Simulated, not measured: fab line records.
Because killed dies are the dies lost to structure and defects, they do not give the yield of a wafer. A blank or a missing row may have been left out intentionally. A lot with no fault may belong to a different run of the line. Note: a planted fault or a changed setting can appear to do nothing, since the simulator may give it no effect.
The same fault as seen by 3 desks | flow nand_harc | each desk has only its own numbers; what lay behind them comes last

== AT THE METROLOGY DESK ==
What the gauges read, lot by lot, whatever tool the lot ran on: means of the sampled wafers that have a number. Any lot whose mean is over 4 standard deviations away from the usual mean is out of limits and marked OUT; that distance is given in the brackets.
Columns: A = cd_nm at NHARC_A_M0_CD_MEAS_09, usual 79.9 nm; B = overlay_x_nm at NHARC_A_M0_OVL_MEAS_10, usual 0.3 nm; C = overlay_y_nm at NHARC_A_M0_OVL_MEAS_10, usual 0.0 nm
lot  | first seen here | A    | B    | C
L564 | day 19 08:53    | 80.1 | -0.2 | -0.2
L563 | day 19 17:09    | 79.6 | 0.2  | -1.0
L568 | day 20 13:49    | 80.1 | 2.0  | -1.2
L567 | day 20 14:30    | 79.4 | 0.4  | -0.7
L565 | day 21 16:13    | 80.0 | 1.3  | 0.5
L572 | day 22 06:38    | 79.5 | -0.0 | -0.4
L577 | day 23 12:15    | 80.6 | -0.7 | 0.9
Result from this desk: across the 7 lots, nothing is out of limits.

== THE DEFECT DESK ==
For each lot, the counts of the inspections along the route, averaged over the sampled wafers that have a number. Any lot whose mean is over 4 standard deviations away from the usual mean is out of limits and marked OUT; that distance is given in the brackets.
Columns: A = raw_defect_count at NHARC_A_BLC_INSPECT_28, usual 446; B = raw_defect_count at NHARC_A_M0_INSPECT_11, usual 28
lot  | first seen here | A   | B
L564 | day 19 07:59    | 524 | 23
L563 | day 19 16:22    | 544 | 26
L568 | day 20 12:53    | 355 | 943 (+76) OUT
L567 | day 20 13:34    | 814 | 945 (+76) OUT
L565 | day 21 15:19    | 345 | 968 (+78) OUT
L572 | day 22 05:43    | 446 | 28
L577 | day 23 11:20    | 504 | 43
This desk's finding: out of limits on L565, L567, L568; first on L568, day 20 13:56 (raw_defect_count at NHARC_A_M0_INSPECT_11). L564, L563, L572, L577 stayed within limits.

== DESK OF THE TOOL OWNER: pecvd-04 ==
The tool's own readings at NHARC_A_M0_DEP_00 (deposits SiOC, target thk 150 nm): means of the sampled wafers that have a number, for each lot that ran on this tool. Any lot whose mean is over 4 standard deviations away from the usual mean is out of limits and marked OUT; that distance is given in the brackets.
Columns: A = rf_fwd_power_W at NHARC_A_M0_DEP_00, usual 598.6 W
lot  | first seen here | A
L564 | day 19 08:03    | 599.0
L563 | day 19 16:29    | 598.4
L568 | day 20 12:56    | 600.2
L567 | day 20 13:38    | 598.4
L565 | day 21 15:26    | 598.1
Result from this desk: across the 5 lots, nothing is out of limits.

== BROUGHT TOGETHER ==
The defect desk could have raised an alarm at day 20 13:56, on L565, L567, L568.
Nothing out of limits was seen by the metrology desk.
The desk of the tool owner found nothing out of limits.
The metrology desk has L565, L567, L568 on record, within its limits.
On record at the tool owner's desk: L565, L567, L568, within its limits.
On pecvd-04, each named lot ran NHARC_A_M0_DEP_00.

== WHAT THE SIMULATOR PUT IN ==
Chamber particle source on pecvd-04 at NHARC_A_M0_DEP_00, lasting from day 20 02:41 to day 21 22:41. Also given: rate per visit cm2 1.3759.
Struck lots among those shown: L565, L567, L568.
Hours from the fault's start to each desk's first reading out of limits: the defect desk, 11.
